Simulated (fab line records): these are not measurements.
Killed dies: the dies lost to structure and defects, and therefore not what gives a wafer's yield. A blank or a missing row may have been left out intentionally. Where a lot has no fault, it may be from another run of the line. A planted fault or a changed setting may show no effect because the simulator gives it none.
Which tool is to blame? / flow n5 finfet / 24 lots with 72 wafers sampled at 4 steps, on a route of 1938 steps

== WHAT EACH GAUGE READ, for each wafer ==
N5_BEOL_M10_INSPECT_58: inspects for defects (darkfield). Usual: raw defect count 71, standard deviation 26.
lot=L074; measured=day 11 12:26; on=defect inspect-02; raw defect count=34 82 59; flag=
lot=L075; measured=day 11 19:32; on=defect inspect-02; raw defect count=108 150 116; flag=
lot=L077; measured=day 12 01:05; on=defect inspect-01; raw defect count=49 87 55; flag=
lot=L076; measured=day 12 17:32; on=defect inspect-01; raw defect count=67 105 55; flag=
lot=L078; measured=day 12 17:37; on=defect inspect-01; raw defect count=60 39 60; flag=
lot=L079; measured=day 13 01:52; on=defect inspect-02; raw defect count=133 145 97; flag=
lot=L080; measured=day 13 02:22; on=defect inspect-01; raw defect count=37 72 39; flag=
lot=L081; measured=day 13 10:44; on=defect inspect-01; raw defect count=80 65 70; flag=
lot=L082; measured=day 13 21:40; on=defect inspect-01; raw defect count=53 44 43; flag=
lot=L083; measured=day 13 23:12; on=defect inspect-01; raw defect count=86 91 101; flag=
lot=L084; measured=day 14 05:40; on=defect inspect-02; raw defect count=108 38 89; flag=
lot=L086; measured=day 14 06:46; on=defect inspect-02; raw defect count=54 52 53; flag=
lot=L085; measured=day 14 17:45; on=defect inspect-02; raw defect count=123 89 72; flag=
lot=L087; measured=day 14 20:49; on=defect inspect-02; raw defect count=78 146 77; flag=
lot=L088; measured=day 15 03:22; on=defect inspect-01; raw defect count=64 107 81; flag=
lot=L089; measured=day 15 03:53; on=defect inspect-01; raw defect count=54 57 33; flag=
lot=L090; measured=day 15 11:39; on=defect inspect-01; raw defect count=112 72 81; flag=
lot=L092; measured=day 15 23:54; on=defect inspect-01; raw defect count=59 68 56; flag=
lot=L091; measured=day 16 00:32; on=defect inspect-02; raw defect count=49 79 111; flag=
lot=L093; measured=day 16 05:37; on=defect inspect-02; raw defect count=56 45 73; flag=
lot=L094; measured=day 16 10:50; on=defect inspect-02; raw defect count=99 94 146; flag=
lot=L095; measured=day 16 18:01; on=defect inspect-01; raw defect count=48 41 42; flag=
lot=L096; measured=day 17 11:02; on=defect inspect-01; raw defect count=44 64 56; flag=
lot=L097; measured=day 17 18:04; on=defect inspect-01; raw defect count=43 44 61; flag=

N5_BEOL_M11_THK_MEAS_01. Usual: M11_ILD_THK 267 nm, standard deviation 3.3.
lot=L074; measured=day 11 13:04; on=film metro-01; M11_ILD_THK (nm)=265 265 270; flag=
lot=L075; measured=day 11 20:39; on=film metro-01; M11_ILD_THK (nm)=268 269 272; flag=
lot=L077; measured=day 12 02:18; on=film metro-01; M11_ILD_THK (nm)=263 267 266; flag=
lot=L076; measured=day 12 18:47; on=film metro-01; M11_ILD_THK (nm)=266 263 266; flag=
lot=L078; measured=day 12 19:16; on=film metro-01; M11_ILD_THK (nm)=266 266 270; flag=
lot=L079; measured=day 13 02:59; on=film metro-02; M11_ILD_THK (nm)=261 259 264; flag=
lot=L080; measured=day 13 03:02; on=film metro-02; M11_ILD_THK (nm)=266 265 267; flag=
lot=L081; measured=day 13 11:22; on=film metro-02; M11_ILD_THK (nm)=264 258 266; flag=
lot=L082; measured=day 13 22:46; on=film metro-01; M11_ILD_THK (nm)=265 264 272; flag=
lot=L083; measured=day 13 23:50; on=film metro-02; M11_ILD_THK (nm)=266 268 271; flag=
lot=L084; measured=day 14 06:17; on=film metro-02; M11_ILD_THK (nm)=265 273 269; flag=
lot=L086; measured=day 14 07:23; on=film metro-02; M11_ILD_THK (nm)=265 264 270; flag=
lot=L085; measured=day 14 18:53; on=film metro-01; M11_ILD_THK (nm)=262 271 266; flag=
lot=L087; measured=day 14 21:27; on=film metro-01; M11_ILD_THK (nm)=267 267 275; flag=
lot=L088; measured=day 15 04:28; on=film metro-02; M11_ILD_THK (nm)=266 265 268; flag=
lot=L089; measured=day 15 04:31; on=film metro-02; M11_ILD_THK (nm)=263 265 271; flag=
lot=L090; measured=day 15 12:17; on=film metro-01; M11_ILD_THK (nm)=262 265 269; flag=
lot=L092; measured=day 16 01:01; on=film metro-01; M11_ILD_THK (nm)=265 269 270; flag=
lot=L091; measured=day 16 01:11; on=film metro-02; M11_ILD_THK (nm)=265 270 270; flag=
lot=L093; measured=day 16 06:43; on=film metro-01; M11_ILD_THK (nm)=261 270 272; flag=
lot=L094; measured=day 16 11:56; on=film metro-02; M11_ILD_THK (nm)=268 269 272; flag=
lot=L095; measured=day 16 18:38; on=film metro-02; M11_ILD_THK (nm)=262 270 269; flag=
lot=L096; measured=day 17 11:40; on=film metro-02; M11_ILD_THK (nm)=266 264 263; flag=
lot=L097; measured=day 17 18:41; on=film metro-02; M11_ILD_THK (nm)=269 267 272; flag=

== EACH LOT AND THE TOOL THAT RAN IT (in order: tool; ch and the chambers of the sampled wafers; start) ==
lot=L074; N5_BEOL_M10_PRE_CLEAN_45=pvd sputter-01, day 11 10:16; N5_BEOL_M10_SPUTTER_48=pvd sputter-02, day 11 11:03
lot=L075; N5_BEOL_M10_PRE_CLEAN_45=pvd sputter-03, day 11 17:16; N5_BEOL_M10_SPUTTER_48=pvd sputter-03, day 11 18:08
lot=L077; N5_BEOL_M10_PRE_CLEAN_45=pvd sputter-01, day 11 23:09; N5_BEOL_M10_SPUTTER_48=pvd sputter-02, day 11 23:47
lot=L076; N5_BEOL_M10_PRE_CLEAN_45=pvd sputter-02, day 12 15:36; N5_BEOL_M10_SPUTTER_48=pvd sputter-02, day 12 16:34
lot=L078; N5_BEOL_M10_PRE_CLEAN_45=pvd sputter-02, day 12 15:43; N5_BEOL_M10_SPUTTER_48=pvd sputter-02, day 12 16:38
lot=L079; N5_BEOL_M10_PRE_CLEAN_45=pvd sputter-03, day 12 22:30; N5_BEOL_M10_SPUTTER_48=pvd sputter-03, day 13 00:36
lot=L080; N5_BEOL_M10_PRE_CLEAN_45=pvd sputter-01, day 13 00:48; N5_BEOL_M10_SPUTTER_48=pvd sputter-03, day 13 01:20
lot=L081; N5_BEOL_M10_PRE_CLEAN_45=pvd sputter-01, day 13 08:41; N5_BEOL_M10_SPUTTER_48=pvd sputter-03, day 13 09:22
lot=L082; N5_BEOL_M10_PRE_CLEAN_45=pvd sputter-01, day 13 18:56; N5_BEOL_M10_SPUTTER_48=pvd sputter-01, day 13 19:41
lot=L083; N5_BEOL_M10_PRE_CLEAN_45=pvd sputter-02, day 13 20:13; N5_BEOL_M10_SPUTTER_48=pvd sputter-01, day 13 22:13
lot=L084; N5_BEOL_M10_PRE_CLEAN_45=pvd sputter-02, day 14 02:04; N5_BEOL_M10_SPUTTER_48=pvd sputter-01, day 14 04:28
lot=L086; N5_BEOL_M10_PRE_CLEAN_45=pvd sputter-02, day 14 05:03; N5_BEOL_M10_SPUTTER_48=pvd sputter-02, day 14 05:35
lot=L085; N5_BEOL_M10_PRE_CLEAN_45=pvd sputter-02, day 14 14:13; N5_BEOL_M10_SPUTTER_48=pvd sputter-02, day 14 16:37
lot=L087; N5_BEOL_M10_PRE_CLEAN_45=pvd sputter-01, day 14 17:45; N5_BEOL_M10_SPUTTER_48=pvd sputter-01, day 14 19:44
lot=L088; N5_BEOL_M10_PRE_CLEAN_45=pvd sputter-02, day 15 01:43; N5_BEOL_M10_SPUTTER_48=pvd sputter-02, day 15 02:23
lot=L089; N5_BEOL_M10_PRE_CLEAN_45=pvd sputter-01, day 15 02:00; N5_BEOL_M10_SPUTTER_48=pvd sputter-01, day 15 02:48
lot=L090; N5_BEOL_M10_PRE_CLEAN_45=pvd sputter-01, day 15 09:16; N5_BEOL_M10_SPUTTER_48=pvd sputter-02, day 15 10:04
lot=L092; N5_BEOL_M10_PRE_CLEAN_45=pvd sputter-01, day 15 21:34; N5_BEOL_M10_SPUTTER_48=pvd sputter-03, day 15 22:27
lot=L091; N5_BEOL_M10_PRE_CLEAN_45=pvd sputter-02, day 15 21:42; N5_BEOL_M10_SPUTTER_48=pvd sputter-01, day 15 22:44
lot=L093; N5_BEOL_M10_PRE_CLEAN_45=pvd sputter-01, day 16 03:35; N5_BEOL_M10_SPUTTER_48=pvd sputter-01, day 16 04:15
lot=L094; N5_BEOL_M10_PRE_CLEAN_45=pvd sputter-02, day 16 08:50; N5_BEOL_M10_SPUTTER_48=pvd sputter-03, day 16 09:41
lot=L095; N5_BEOL_M10_PRE_CLEAN_45=pvd sputter-01, day 16 16:22; N5_BEOL_M10_SPUTTER_48=pvd sputter-03, day 16 17:01
lot=L096; N5_BEOL_M10_PRE_CLEAN_45=pvd sputter-01, day 17 09:19; N5_BEOL_M10_SPUTTER_48=pvd sputter-02, day 17 10:01
lot=L097; N5_BEOL_M10_PRE_CLEAN_45=pvd sputter-03, day 17 16:01; N5_BEOL_M10_SPUTTER_48=pvd sputter-01, day 17 16:34
- N5_BEOL_M10_PRE_CLEAN_45: time 30 s.
- N5_BEOL_M10_SPUTTER_48: material Cu, target thk 12 nm, time 2 s.

== AS READ BY THE TOOLS THEMSELVES (means over the sampled wafers that have a number; for cases with no such wafer, the mark the record gives instead) ==
N5_BEOL_M10_PRE_CLEAN_45. Usual: heater power w 325 W, standard deviation 20.
lot=L074; tool=pvd sputter-01; heater power w (W)=333; flag=
lot=L075; tool=pvd sputter-03; heater power w (W)=329; flag=
lot=L077; tool=pvd sputter-01; heater power w (W)=329; flag=
lot=L076; tool=pvd sputter-02; heater power w (W)=340; flag=
lot=L078; tool=pvd sputter-02; heater power w (W)=332; flag=
lot=L079; tool=pvd sputter-03; heater power w (W)=330; flag=
lot=L080; tool=pvd sputter-01; heater power w (W)=310; flag=
lot=L081; tool=pvd sputter-01; heater power w (W)=327; flag=
lot=L082; tool=pvd sputter-01; heater power w (W)=313; flag=
lot=L083; tool=pvd sputter-02; heater power w (W)=323; flag=
lot=L084; tool=pvd sputter-02; heater power w (W)=328; flag=
lot=L086; tool=pvd sputter-02; heater power w (W)=339; flag=
lot=L085; tool=pvd sputter-02; heater power w (W)=330; flag=
lot=L087; tool=pvd sputter-01; heater power w (W)=324; flag=
lot=L088; tool=pvd sputter-02; heater power w (W)=330; flag=
lot=L089; tool=pvd sputter-01; heater power w (W)=327; flag=
lot=L090; tool=pvd sputter-01; heater power w (W)=314; flag=
lot=L092; tool=pvd sputter-01; heater power w (W)=331; flag=
lot=L091; tool=pvd sputter-02; heater power w (W)=335; flag=
lot=L093; tool=pvd sputter-01; heater power w (W)=317; flag=
lot=L094; tool=pvd sputter-02; heater power w (W)=334; flag=
lot=L095; tool=pvd sputter-01; heater power w (W)=311; flag=
lot=L096; tool=pvd sputter-01; heater power w (W)=321; flag=
lot=L097; tool=pvd sputter-03; heater power w (W)=327; flag=

N5_BEOL_M10_SPUTTER_48. Usual: throttle valve pct 30.3 %, standard deviation 0.9.
lot=L074; tool=pvd sputter-02; throttle valve pct (%)=30.1; flag=
lot=L075; tool=pvd sputter-03; throttle valve pct (%)=31.1; flag=
lot=L077; tool=pvd sputter-02; throttle valve pct (%)=29.6; flag=
lot=L076; tool=pvd sputter-02; throttle valve pct (%)=29.2; flag=
lot=L078; tool=pvd sputter-02; throttle valve pct (%)=29.9; flag=
lot=L079; tool=pvd sputter-03; throttle valve pct (%)=31.2; flag=
lot=L080; tool=pvd sputter-03; throttle valve pct (%)=31.3; flag=
lot=L081; tool=pvd sputter-03; throttle valve pct (%)=31.4; flag=
lot=L082; tool=pvd sputter-01; throttle valve pct (%)=30.5; flag=
lot=L083; tool=pvd sputter-01; throttle valve pct (%)=30.5; flag=
lot=L084; tool=pvd sputter-01; throttle valve pct (%)=30.4; flag=
lot=L086; tool=pvd sputter-02; throttle valve pct (%)=29.5; flag=
lot=L085; tool=pvd sputter-02; throttle valve pct (%)=29.8; flag=
lot=L087; tool=pvd sputter-01; throttle valve pct (%)=30.5; flag=
lot=L088; tool=pvd sputter-02; throttle valve pct (%)=30.0; flag=
lot=L089; tool=pvd sputter-01; throttle valve pct (%)=30.2; flag=
lot=L090; tool=pvd sputter-02; throttle valve pct (%)=29.5; flag=
lot=L092; tool=pvd sputter-03; throttle valve pct (%)=31.2; flag=
lot=L091; tool=pvd sputter-01; throttle valve pct (%)=30.4; flag=
lot=L093; tool=pvd sputter-01; throttle valve pct (%)=30.2; flag=
lot=L094; tool=pvd sputter-03; throttle valve pct (%)=30.2; flag=
lot=L095; tool=pvd sputter-03; throttle valve pct (%)=31.2; flag=
lot=L096; tool=pvd sputter-02; throttle valve pct (%)=29.9; flag=
lot=L097; tool=pvd sputter-01; throttle valve pct (%)=30.5; flag=

== THE ANSWER, worked out from the rows above alone ==
Rule: a lot counts as off when the mean over its wafers that have a number is more than 3 standard deviations away from the usual mean. Also off: a lot with no number at a reading for which 4 or more lots have one. All remaining lots with rows at the step are treated as sound. Order of review: gauges by route order, followed by the tools' own readings, for which a lot's mean as printed above is used. At the first step where some lot is off, the reading lying furthest off is the one used; lots without a number count as furthest.
Across all readings shown, no lot is off: no conclusion can be drawn from this.

== WHAT THE SIMULATOR HAD PUT IN ==
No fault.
